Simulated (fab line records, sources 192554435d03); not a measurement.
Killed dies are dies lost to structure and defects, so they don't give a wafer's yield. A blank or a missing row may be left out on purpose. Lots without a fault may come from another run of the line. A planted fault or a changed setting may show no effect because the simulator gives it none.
fab line records | flow n5_finfet | part 1 of 2: steps 1 to 21 of 28
record lots=5 wafers=15 last_day=16
route steps=1938 shown BEOL_M7@1281
lots that met no fault: from a run of the same line without faults
start_h: hours from the record's first day to the start of the lot's first wafer shown | wait_h: hours since the lot's step before | " the same as in the row above | L1.1+2: a row that stands for several wafers | - no value, or no start given | * or withheld: withheld | < > ~ a bound
route shown NAME@n: a module of which the file shows steps, and the number in the route of the first | usual: mean/standard deviation of fault-free wafers | same: alike in all rows | chamber/n: place in a boat | sites: the reading at each site | _std_site: their standard deviation | _edge_site: outer sites' mean less inner sites' | radius_mm: how far each site lies from the wafer's centre | mask NAME#n: copy n | behind: the tool/chamber that last shaped the wafer | hold: why the lot was held/for how many hours/how that ended | device: the transistor (n, p or np) that didn't switch | end of line: the same wafers' tests at the end of the route | a step without rows: its recipe alone | killed: dies lost to structure and defects at the first sort, not the wafer's yield | map: a wafer's dies, x killed, . not, _ none there
set.NAME: the setting as run; set.NAME@STEP: as run at that earlier step | model.NAME: the simulator's own value behind a step, which no gauge read
lots at some steps of the route; a table a step, a row a wafer
services: from which hour (start_h, from the record's first day; less than 0 if before it) a tool's chamber was out of use, for how many hours, and why
## steps
# step N5_BEOL_M7_ETCH_62
# recipe chemistry=N2/H2 target=SOC target_depth_a=1100 overetch_a=220 mask_material=SiARC temp_c=40 time_s=165 ion_energy_ev=200 pressure_mtorr=30 source_w=840 bias_w=150 n2_flow_sccm=200 h2_flow_sccm=200
# usual drypump_motor_current_A=5.8/0.42 oes_product_au=0.67/0.072 rf_vpp_V=524.4/2.1 showerhead_plenum_p_Torr=2.56/0.069 throttle_valve_pct=18.0/0.33
# columns lot.wafer tool chamber start_h wait_h drypump_motor_current_A oes_product_au rf_hours_counter_h rf_vpp_V showerhead_plenum_p_Torr throttle_valve_pct
L078.2 rie_diel-04 1 211.96 0.0 6.5 0.72 55 525.8 2.56 17.8
L078.4 " 3 " " 5.4 0.75 40 525.6 2.59 17.6
L078.6 " 2 " " 5.3 0.80 - 523.9 2.61 17.5
L081.4 rie_diel-05 2 231.69 0.0 5.9 0.66 118 524.9 2.55 17.9
L081.5 " 3 " " 5.8 0.62 - 526.1 2.64 18.4
L081.6 " 0 " " 5.0 0.66 - 523.8 2.55 18.3
L084.1 rie_diel-02 2 261.80 0.1 5.9 0.61 170 524.3 2.54 18.4
L084.2 " 3 " " 5.7 0.56 271 522.8 2.51 18.4
L084.6 " 2 " " 5.9 0.62 - 523.9 2.54 18.3
L090.1 rie_diel-02 3 286.84 0.0 5.7 0.56 280 521.9 2.50 18.4
L090.2 " 2 " " 5.9 0.61 179 522.9 2.54 18.4
L090.6 " 2 " " 6.0 0.60 - 523.5 2.54 18.4
L091.3 rie_diel-02 1 295.76 0.0 6.3 0.80 8 528.0 2.73 17.7
L091.4 " 1 " " 6.3 0.80 - 527.0 2.73 17.7
L091.6 " 2 " " 6.0 0.61 - 523.4 2.54 18.4
# step N5_BEOL_M7_STRIP_68
# recipe chemistry=N2/H2 temp_c=40 n2_flow_sccm=200 h2_flow_sccm=200 rf_frequency_hz=6e+07
# columns lot.wafer tool chamber start_h wait_h
L078.2+4+6 rie_diel-04 1,3,2 212.09 0.1
L081.4+5+6 rie_diel-05 2,3,0 231.82 0.1
L084.1+2+6 rie_diel-02 2,3,2 262.00 0.1
L090.1+2+6 rie_diel-02 3,2,2 286.97 0.1
L091.3+4+6 rie_diel-02 1,1,2 295.90 0.1
# step N5_BEOL_M7_STRIP_67
# recipe chemistry=CF4 resist=SiARC power_w=300 bias_power_w=75 pressure_mtorr=50 cf4_flow_sccm=150 rf_frequency_hz=6e+07
# usual drypump_motor_current_A=5.8/0.42 oes_product_au=0.79/0.085 rf_vpp_V=271.5/1.4 showerhead_plenum_p_Torr=1.80/0.042 throttle_valve_pct=13.7/0.3
# columns lot.wafer tool chamber start_h wait_h drypump_motor_current_A oes_product_au rf_hours_counter_h rf_vpp_V showerhead_plenum_p_Torr throttle_valve_pct
L078.2 rie_diel-04 1 212.10 0.0 6.4 0.86 55 271.2 1.82 13.6
L078.4 " 3 " " 5.4 0.87 40 272.0 1.82 13.3
L078.6 " 2 " " 5.3 0.92 - 272.0 1.84 13.2
L081.4 rie_diel-05 2 231.83 0.0 5.9 0.78 118 271.5 1.80 13.6
L081.5 " 3 " " 5.9 0.74 - 273.7 1.85 14.0
L081.6 " 0 " " 5.0 0.79 - 270.1 1.78 13.9
L084.1 rie_diel-02 2 262.01 0.0 5.9 0.73 170 273.0 1.80 14.0
L084.2 " 3 " " 5.7 0.67 271 271.5 1.76 14.1
L084.6 " 2 " " 5.9 0.73 - 271.2 1.80 14.0
L090.1 rie_diel-02 3 286.98 0.0 5.7 0.66 280 272.0 1.76 14.1
L090.2 " 2 " " 6.0 0.72 179 271.9 1.80 14.0
L090.6 " 2 " " 6.0 0.72 - 270.1 1.80 14.0
L091.3 rie_diel-02 1 295.91 0.0 6.3 0.95 8 272.6 1.89 13.3
L091.4 " 1 " " 6.3 0.95 - 273.9 1.89 13.3
L091.6 " 2 " " 5.9 0.72 - 273.3 1.80 14.0
# step N5_BEOL_M7_HM_OPEN_17
# recipe chemistry=Cl2/BCl3 target_depth_a=200 overetch_a=60 target=TiN mask_material=SOC ion_energy_ev=150 pressure_mtorr=10 icp_w=1000 bias_w=126 Cl2_flow_sccm=53.25 bcl3_flow_sccm=21.75 Ar_flow_sccm=25
# usual drypump_motor_current_A=6.0/0.51 mfc_ar_sccm=25.00/0.07 oes_product_au=0.66/0.064 throttle_valve_pct=22.05/0.29
# columns lot.wafer tool chamber start_h wait_h drypump_motor_current_A mfc_ar_sccm oes_product_au rf_hours_counter_h throttle_valve_pct
L078.2 rie_metal-02 1 212.15 0.0 5.5 25.06 0.63 62 22.57
L078.4 " 0 " " 5.9 24.96 0.67 - 21.83
L078.6 " 0 " " 5.9 25.11 0.67 - 21.83
L081.4 rie_metal-01 1 231.96 0.1 6.5 24.93 0.66 - 21.86
L081.5 " 1 " " 6.5 25.03 0.66 - 21.89
L081.6 " 1 " " 6.5 24.97 0.66 - 21.87
L084.1 rie_metal-03 1 262.07 0.0 6.5 24.93 0.59 72 21.94
L084.2 " 0 " " 5.2 25.00 0.70 27 21.79
L084.6 " 0 " " 5.2 25.10 0.70 - 21.80
L090.1 rie_metal-02 0 287.02 0.0 5.8 24.97 0.67 48 21.83
L090.2 " 1 " " 5.5 24.94 0.63 68 22.56
L090.6 " 0 " " 5.9 24.92 0.67 - 21.84
L091.3 rie_metal-02 1 295.98 0.1 5.4 24.97 0.63 - 22.59
L091.4 " 0 " " 5.8 24.96 0.67 - 21.82
L091.6 " 0 " " 5.8 24.96 0.66 - 21.82
# step N5_BEOL_M7_STRIP_19
# recipe chemistry=O2 power_w=400 temp_c=40 pressure_mtorr=30 rf_frequency_hz=6e+07 bias_power_w=0 overash_fraction=0.2 o2_flow_sccm=225
# usual drypump_motor_current_A=5.7/0.42 o2_flow_sccm=224.9/0.69 oes_product_au=0.80/0.083 rf_vpp_V=3.7/0.64 showerhead_plenum_p_Torr=2.10/0.057 throttle_valve_pct=16.73/0.27
# columns lot.wafer tool chamber start_h wait_h drypump_motor_current_A o2_flow_sccm oes_product_au rf_hours_counter_h rf_vpp_V showerhead_plenum_p_Torr throttle_valve_pct
L078.2 rie_diel-04 1 212.26 0.1 6.5 225.3 0.86 55 4.2 2.12 16.71
L078.4 " 0 " " 5.4 226.4 0.76 139 3.3 2.02 16.69
L078.6 " 2 " " 5.3 223.9 0.93 - 2.9 2.14 16.24
L081.4 rie_diel-02 2 232.12 0.1 5.9 225.2 0.74 - 3.3 2.09 16.99
L081.5 " 2 " " 6.0 224.4 0.73 - 4.0 2.09 17.01
L081.6 " 3 " " 5.7 223.9 0.66 - 3.0 2.07 17.14
L084.1 rie_diel-02 3 262.19 0.1 5.8 224.6 0.65 271 3.9 2.06 17.16
L084.2 " 2 " " 6.0 225.6 0.72 170 3.6 2.09 17.01
L084.6 " 3 " " 5.8 225.5 0.66 - 4.1 2.06 17.16
L090.1 rie_diel-04 1 287.28 0.2 6.4 225.7 0.83 74 2.7 2.11 16.73
L090.2 " 0 " " 5.4 225.5 0.75 160 5.2 2.02 16.73
L090.6 " 3 " " 5.4 225.3 0.87 - 3.1 2.14 16.55
L091.3 rie_diel-02 2 296.06 0.1 6.0 225.9 0.72 182 4.0 2.08 17.08
L091.4 " 1 " " 6.3 225.2 0.96 - 3.1 2.25 16.53
L091.6 " 3 " " 5.7 223.6 0.65 - 3.7 2.06 17.17
# step N5_BEOL_M7_CD_MEAS_18
# recipe pitch_nm=80 target_cd_nm=40
# usual cd_nm=40.2/0.59
# columns lot.wafer tool chamber start_h wait_h cd_nm
L078.2 cd_sem-02 - 212.34 0.1 40.0
L078.4 " - " " 38.8
L078.6 " - " " 39.6
L081.4 cd_sem-02 - 232.20 0.1 39.7
L081.5 " - " " 40.4
L081.6 " - " " 40.5
L084.1 cd_sem-02 - 262.28 0.1 41.0
L084.2 " - " " 40.8
L084.6 " - " " 40.7
L090.1 cd_sem-03 - 287.35 0.0 39.6
L090.2 " - " " 39.7
L090.6 " - " " 39.7
L091.3 cd_sem-03 - 296.13 0.1 39.6
L091.4 " - " " 38.8
L091.6 " - " " 40.4
# step N5_BEOL_M7_COAT_63
# recipe resist=SOC temp_c=250 time_s=60 spin_rpm=1500 resist_thk_nm=60
# columns lot.wafer tool chamber start_h wait_h
L078.2+4+6 litho_track-01 0 213.43 1.1
L081.4+5+6 litho_track-05 0 232.94 0.7
L084.1+2+6 litho_track-03 0 262.42 0.1
L090.1+2+6 litho_track-05 0 289.66 2.3
L091.3+4+6 litho_track-03 0 297.62 1.5
# step N5_BEOL_M7_COAT_64
# recipe resist=SiARC temp_c=220 time_s=60 spin_rpm=1500 resist_thk_nm=12
# columns lot.wafer tool chamber start_h wait_h
L078.2+4+6 litho_track-01 0 - -
L081.4+5+6 litho_track-05 0 - -
L084.1+2+6 litho_track-03 0 - -
L090.1+2+6 litho_track-05 0 - -
L091.3+4+6 litho_track-03 0 - -
# step N5_BEOL_M7_COAT_71
# recipe resist=underlayer temp_c=205 time_s=60 spin_rpm=1500 resist_thk_nm=5
# columns lot.wafer tool chamber start_h wait_h
L078.2+4+6 litho_track-01 0 - -
L081.4+5+6 litho_track-05 0 - -
L084.1+2+6 litho_track-03 0 - -
L090.1+2+6 litho_track-05 0 - -
L091.3+4+6 litho_track-03 0 - -
# step N5_BEOL_M7_COAT_22
# recipe resist=CAR-EUV spin_rpm=1500 resist_thk_nm=30
# columns lot.wafer tool chamber start_h wait_h
L078.2+4+6 litho_track-01 0 - -
L081.4+5+6 litho_track-05 0 - -
L084.1+2+6 litho_track-03 0 - -
L090.1+2+6 litho_track-05 0 - -
L091.3+4+6 litho_track-03 0 - -
# step N5_BEOL_M7_EBR_24
# recipe solvent=PGMEA ebr_width_mm=1.5
# columns lot.wafer tool chamber start_h wait_h
L078.2+4+6 litho_track-01 0 - -
L081.4+5+6 litho_track-05 0 - -
L084.1+2+6 litho_track-03 0 - -
L090.1+2+6 litho_track-05 0 - -
L091.3+4+6 litho_track-03 0 - -
# step N5_BEOL_M7_SOFTBAKE_23
# recipe temp_c=110 time_s=60 resist=CAR-EUV
# columns lot.wafer tool chamber start_h wait_h
L078.2+4+6 litho_track-01 0 - -
L081.4+5+6 litho_track-05 0 - -
L084.1+2+6 litho_track-03 0 - -
L090.1+2+6 litho_track-05 0 - -
L091.3+4+6 litho_track-03 0 - -
# step N5_BEOL_M7_EXPOSE_25
# recipe mask_id=V6 na=0.33 source_shape=annular sigma_inner=0.4 sigma_outer=0.8 polarization=unpolarized target_cd_nm=40 dose_mj=42.5
# same sigma_outer=0.8
# columns lot.wafer tool chamber start_h wait_h mask
L078.2+4+6 euv_scanner-01 0 213.70 - V6#0
L081.4+5+6 euv_scanner-01 0 233.22 - V6#0
L084.1+2+6 euv_scanner-02 0 262.56 - V6#0
L090.1+2+6 euv_scanner-01 0 289.99 - V6#0
L091.3+4+6 euv_scanner-01 0 297.77 - V6#0
# step N5_BEOL_M7_PEB_26
# recipe peb_temp_c=100 peb_time_s=60 resist=CAR-EUV
# columns lot.wafer tool chamber start_h wait_h
L078.2+4+6 litho_track-01 0 213.76 0.1
L081.4+5+6 litho_track-03 0 233.27 0.0
L084.1+2+6 litho_track-05 0 262.62 0.1
L090.1+2+6 litho_track-01 0 290.06 0.1
L091.3+4+6 litho_track-01 0 297.82 0.0
# step N5_BEOL_M7_DEVELOP_27
# recipe develop_time_s=30 developer=TMAH resist=CAR-EUV rinse_liquid=surfactant_rinse dry=air_spin dev_temp_c=23
# columns lot.wafer tool chamber start_h wait_h
L078.2+4+6 litho_track-01 0 - -
L081.4+5+6 litho_track-03 0 - -
L084.1+2+6 litho_track-05 0 - -
L090.1+2+6 litho_track-01 0 - -
L091.3+4+6 litho_track-01 0 - -
# step N5_BEOL_M7_CD_MEAS_28
# recipe target_cd_nm=40 landing_energy_ev=500 detector=se_inlens
# usual cd_nm=40.07/0.23
# columns lot.wafer tool chamber start_h wait_h cd_nm
L078.2 cd_sem-02 0 213.83 - 40.15
L078.4 " 0 " " 40.10
L078.6 " 0 " " 40.12
L081.4 cd_sem-02 0 233.34 - 40.33
L081.5 " 0 " " 39.69
L081.6 " 0 " " 40.35
L084.1 cd_sem-03 0 262.69 - 40.13
L084.2 " 0 " " 40.37
L084.6 " 0 " " 40.19
L090.1 cd_sem-02 0 290.12 - 39.91
L090.2 " 0 " " 39.75
L090.6 " 0 " " 39.82
L091.3 cd_sem-03 0 297.89 - 40.05
L091.4 " 0 " " 40.00
L091.6 " 0 " " 39.87
# step N5_BEOL_M7_OVL_MEAS_29
# recipe points_per_wafer=522
# usual V6_OVL=0.3/0.83
# same points_per_wafer=522
# columns lot.wafer tool chamber start_h wait_h V6_OVL[nm]
L078.2 overlay-01 0 213.86 0.0 -0.6
L078.4 " 0 " " -0.5
L078.6 " 0 " " 0.6
L081.4 overlay-02 0 233.39 0.1 -1.2
L081.5 " 0 " " -0.6
L081.6 " 0 " " -1.5
L084.1 overlay-02 0 262.72 0.0 0.5
L084.2 " 0 " " 0.5
L084.6 " 0 " " -0.3
L090.1 overlay-02 0 290.15 0.0 -0.6
L090.2 " 0 " " 0.2
L090.6 " 0 " " 0.3
L091.3 overlay-01 0 297.93 0.0 -1.3
L091.4 " 0 " " 0.0
L091.6 " 0 " " -0.4
# step N5_BEOL_M7_INSPECT_30
# recipe mode=adi inspect_instrument=brightfield
# usual raw_defect_count=423/110
# columns lot.wafer tool chamber start_h wait_h raw_defect_count
L078.2 defect_inspect-01 - 213.91 0.0 471
L078.4 " - " " 476
L078.6 " - " " 371
L081.4 defect_inspect-01 - 233.44 0.0 416
L081.5 " - " " 465
L081.6 " - " " 379
L084.1 defect_inspect-01 - 262.78 0.1 303
L084.2 " - " " 356
L084.6 " - " " 347
L090.1 defect_inspect-01 - 290.21 0.1 465
L090.2 " - " " 420
L090.6 " - " " 384
L091.3 defect_inspect-02 - 297.98 0.0 448
L091.4 " - " " 353
L091.6 " - " " 460
# step N5_BEOL_M7_DESCUM_33
# recipe chemistry=O2 time_s=7 source_power_w=50 bias_power_w=20 pressure_mtorr=20 rf_frequency_hz=2.712e+07 temp_c=40 resist=CAR-EUV o2_flow_sccm=225
# usual drypump_motor_current_A=5.8/0.42 o2_flow_sccm=225.0/0.69 oes_product_au=0.80/0.092 rf_vpp_V=243.3/1.2 showerhead_plenum_p_Torr=2.10/0.059 throttle_valve_pct=20.51/0.27
# columns lot.wafer tool chamber start_h wait_h drypump_motor_current_A o2_flow_sccm oes_product_au rf_hours_counter_h rf_vpp_V showerhead_plenum_p_Torr throttle_valve_pct
L078.2 rie_diel-02 2 213.95 0.0 6.0 224.3 0.74 150 242.4 2.09 20.78
L078.4 " 0 " " 6.1 224.9 0.67 - 244.2 2.14 20.76
L078.6 " 2 " " 5.9 225.1 0.73 - 242.4 2.09 20.78
L081.4 rie_diel-04 0 233.47 0.0 5.4 226.9 0.76 146 242.1 2.02 20.46
L081.5 " 1 " " 6.4 224.2 0.86 - 244.5 2.11 20.49
L081.6 " 0 " " 5.4 226.8 0.76 - 240.9 2.02 20.46
L084.1 rie_diel-04 0 262.94 0.2 5.4 224.8 0.76 153 242.4 2.01 20.48
L084.2 " 2 " " 5.2 225.6 0.90 27 244.4 2.13 19.98
L084.6 " 3 " " 5.4 224.7 0.87 - 244.4 2.14 20.38
L090.1 rie_diel-04 1 290.25 0.0 6.4 224.3 0.84 75 242.1 2.11 20.50
L090.2 " 3 " " 5.4 225.2 0.86 62 242.1 2.14 20.40
L090.6 " 1 " " 6.4 223.9 0.84 - 243.2 2.11 20.52
L091.3 rie_diel-04 0 298.01 0.0 5.4 225.1 0.75 163 241.5 2.01 20.49
L091.4 " 2 " " 5.2 224.6 0.88 38 243.3 2.12 20.00
L091.6 " 1 " " 6.5 224.7 0.84 - 243.7 2.11 20.51
# step N5_BEOL_M7_ETCH_72
# recipe chemistry=N2/H2 target=underlayer target_depth_a=65 mask_material=CAR-EUV time_s=5.2 ion_energy_ev=200 pressure_mtorr=30 source_w=840 bias_w=150 n2_flow_sccm=200 h2_flow_sccm=200 ends=cleared
# usual drypump_motor_current_A=5.8/0.42 etch_rf_on_time_s=5.18/0.12 oes_product_au=0.68/0.077 rf_vpp_V=524.1/2.2 showerhead_plenum_p_Torr=2.56/0.071 throttle_valve_pct=18.0/0.32
# columns lot.wafer tool chamber start_h wait_h drypump_motor_current_A etch_rf_on_time_s oes_product_au rf_hours_counter_h rf_vpp_V showerhead_plenum_p_Torr throttle_valve_pct
L078.2 rie_diel-02 2 213.98 0.0 6.0 5.24 0.63 150 525.7 2.55 18.4
L078.4 " 0 " " 6.1 5.25 0.57 - 526.8 2.59 18.1
L078.6 " 2 " " 6.0 5.30 0.62 - 524.1 2.55 18.3
L081.4 rie_diel-04 0 233.51 0.0 5.4 4.99 0.66 146 522.9 2.45 18.1
L081.5 " 1 " " 6.5 5.05 0.74 - 525.4 2.56 17.8
L081.6 " 0 " " 5.4 5.01 0.66 - 521.6 2.45 18.1
L084.1 rie_diel-04 0 262.97 0.0 5.4 5.04 0.65 153 522.2 2.45 18.1
L084.2 " 2 " " 5.3 5.08 0.76 27 526.4 2.60 17.6
L084.6 " 3 " " 5.4 5.13 0.74 - 525.5 2.58 17.7
L090.1 rie_diel-04 1 290.28 0.0 6.5 5.15 0.72 75 525.0 2.55 17.8
L090.2 " 3 " " 5.4 5.22 0.72 62 524.4 2.58 17.7
L090.6 " 1 " " 6.5 5.12 0.71 - 525.9 2.55 17.8
L091.3 rie_diel-04 0 298.04 0.0 5.4 5.02 0.65 163 521.3 2.44 18.1
L091.4 " 2 " " 5.2 5.07 0.75 38 525.2 2.60 17.6
L091.6 " 1 " " 6.5 5.10 0.72 - 524.6 2.55 17.8
# step N5_BEOL_M7_ETCH_65
# recipe chemistry=CF4 target=SiARC target_depth_a=156 mask_material=CAR-EUV time_s=26 ion_energy_ev=80 pressure_mtorr=40 source_w=545 bias_w=36 Ar_flow_sccm=100 cf4_flow_sccm=100 ends=cleared
# usual drypump_motor_current_A=5.8/0.42 etch_rf_on_time_s=25.9/0.62 mfc_ar_sccm=100.0/0.31 oes_product_au=0.68/0.078 rf_vpp_V=184.2/1.1 showerhead_plenum_p_Torr=2.15/0.055 throttle_valve_pct=15.70/0.28
# columns lot.wafer tool chamber start_h wait_h drypump_motor_current_A etch_rf_on_time_s mfc_ar_sccm oes_product_au rf_hours_counter_h rf_vpp_V showerhead_plenum_p_Torr throttle_valve_pct
L078.2 rie_diel-02 2 214.00 0.0 6.0 26.6 100.0 0.63 150 185.3 2.15 15.99
L078.4 " 0 " " 6.1 26.2 100.2 0.57 - 185.2 2.19 16.05
L078.6 " 2 " " 6.0 26.4 100.0 0.63 - 183.8 2.15 16.00
L081.4 rie_diel-04 0 233.53 0.0 5.4 24.7 99.9 0.66 146 182.6 2.06 15.56
L081.5 " 1 " " 6.4 25.2 100.1 0.74 - 184.6 2.16 15.66
L081.6 " 0 " " 5.4 24.8 100.0 0.66 - 184.5 2.06 15.57
L084.1 rie_diel-04 0 262.99 0.0 5.4 24.8 100.3 0.66 153 182.5 2.06 15.58
L084.2 " 2 " " 5.3 25.2 100.2 0.77 27 184.5 2.19 15.29
L084.6 " 3 " " 5.4 25.8 100.5 0.73 - 182.7 2.17 15.38
L090.1 rie_diel-04 1 290.30 0.0 6.5 25.4 100.0 0.71 75 183.2 2.16 15.68
L090.2 " 3 " " 5.4 25.5 100.0 0.73 62 183.7 2.17 15.38
L090.6 " 1 " " 6.4 25.1 100.3 0.72 - 185.9 2.16 15.66
L091.3 rie_diel-04 0 298.06 0.0 5.4 25.0 100.1 0.65 163 181.6 2.05 15.60
L091.4 " 2 " " 5.3 25.1 99.9 0.75 38 185.3 2.19 15.31
L091.6 " 1 " " 6.4 25.3 100.1 0.72 - 184.1 2.16 15.69
